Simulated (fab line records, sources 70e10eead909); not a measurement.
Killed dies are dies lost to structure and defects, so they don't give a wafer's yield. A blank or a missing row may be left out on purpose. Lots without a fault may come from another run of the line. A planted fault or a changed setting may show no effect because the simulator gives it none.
A struck lot beside a sound one | flow nand_harc | 14 steps out of a route of 1159
Sound: wafers L923.4, L923.5, L923.6. Struck: wafers L933.1, L933.3, L933.4. The cause comes at the end.
At each step with rows: each side's tool, then ch and its chambers, then its first start. Under that, the readings that differ: sound wafers | struck wafers | difference of the means | sigmas: that difference in standard deviations of wafers without a fault.
alike: readings whose means differ by less than 2 such deviations, and words and numbers that are the same on both sides. not compared: withheld readings, readings that some wafer has no value for, bounds like >300 that may hide the same value, and numbers for which the record gives no deviation and whose values overlap.
The two part at a step that has a row with sigmas, a row that says differs or no value, or rows on one side only. Numbers that don't overlap but have no deviation are shown without sigmas and don't part them. A reading that every wafer of one side lacks parts them only if that side has two wafers or more.

first, 5 steps without rows for these wafers: NHARC_A_STAIRCASE_EBR_05; NHARC_A_STAIRCASE_EXPOSE_06 (exposes mask STAIR); NHARC_A_STAIRCASE_PEB_07 (peb time 130 s); NHARC_A_STAIRCASE_DEVELOP_08 (time 140 s); NHARC_A_STAIRCASE_HARDBAKE_10 (time 140 s).
NHARC_A_STAIRCASE_DESCUM_11: chemistry O2, time 3 s.
  sound on rie_diel-06 ch 0,1, day 10 15:50; struck on rie_diel-06 ch 0,2,3, day 14 13:46
  reading                | sound                | struck               | difference | sigmas
  throttle_valve_pct (%) | 11.330 11.323 11.326 | 11.314 11.308 11.297 | -0.020     | -2
  alike: chamber_pressure_mTorr, drypump_motor_current_A, oes_product_au, rf_vpp_V, showerhead_plenum_p_Torr
  not compared: rf_hours_counter_h
then, 1 step without rows for these wafers: NHARC_A_STAIRCASE_TRIM_12 (chemistry O2, time 211.2 s).
NHARC_A_STAIRCASE_ETCH_13: etches the open film in C4F8/O2, target depth 100 nm, time 40.5 s.
  sound on rie_diel-06 ch 0,2,3; struck on rie_diel-06 ch 0,2,3
  alike: bias_w, chamber_pressure_mTorr, oes_product_au, rf_vpp_V
  not compared: rf_hours_counter_h
NHARC_A_STAIRCASE_TRIM_14: chemistry O2, time 211.2 s.
  sound on rie_diel-06 ch 0,1; struck on rie_diel-06 ch 0,1,2
  alike: chamber_pressure_mTorr, drypump_motor_current_A, oes_product_au, rf_vpp_V, showerhead_plenum_p_Torr, throttle_valve_pct
  not compared: rf_hours_counter_h
then, 1 step without rows for these wafers: NHARC_A_STAIRCASE_ETCH_15 (etches the open film in C4F8/O2, target depth 100 nm, time 40.5 s).
NHARC_A_STAIRCASE_TRIM_16: chemistry O2, time 211.2 s.
  sound on rie_diel-06 ch 0,1,2; struck on rie_diel-06 ch 0,1,2
  alike: chamber_pressure_mTorr, drypump_motor_current_A, oes_product_au, rf_vpp_V, showerhead_plenum_p_Torr, throttle_valve_pct
  not compared: rf_hours_counter_h
NHARC_A_STAIRCASE_ETCH_17: etches the open film in C4F8/O2, target depth 100 nm, time 40.5 s.
  sound on rie_diel-06 ch 0,2,3, day 10 17:15; struck on rie_diel-06 ch 0,1,2, day 14 14:28
  no value came back on the struck wafers for bias_w (W), chamber_pressure_mTorr (mTorr), oes_product_au (a.u.), rf_vpp_V (V); on the sound wafers bias_w (W) reads 1002.5 1005.4 996.1
  not compared: rf_hours_counter_h
NHARC_A_STAIRCASE_TRIM_18: chemistry O2, time 211.2 s.
  sound on rie_diel-06 ch 0,3; struck on rie_diel-06 ch 0,1,3
  alike: chamber_pressure_mTorr, drypump_motor_current_A, oes_product_au, rf_vpp_V, showerhead_plenum_p_Torr, throttle_valve_pct
  not compared: rf_hours_counter_h
-- the record jumps here: 9 days lie between the struck wafers' starts before and after (it left off in module A_STAIRCASE and takes up again in module END, whose first step shown is number 1159 of the route) --
NHARC_END_SORT_01:
  the record has rows for the struck wafers here (prober-01 ch 0, day 23 21:34) and none for the sound ones

WHERE THEY PART
First at NHARC_A_STAIRCASE_DESCUM_11; last, within this record, at NHARC_END_SORT_01.

WHY: what the simulator had put in
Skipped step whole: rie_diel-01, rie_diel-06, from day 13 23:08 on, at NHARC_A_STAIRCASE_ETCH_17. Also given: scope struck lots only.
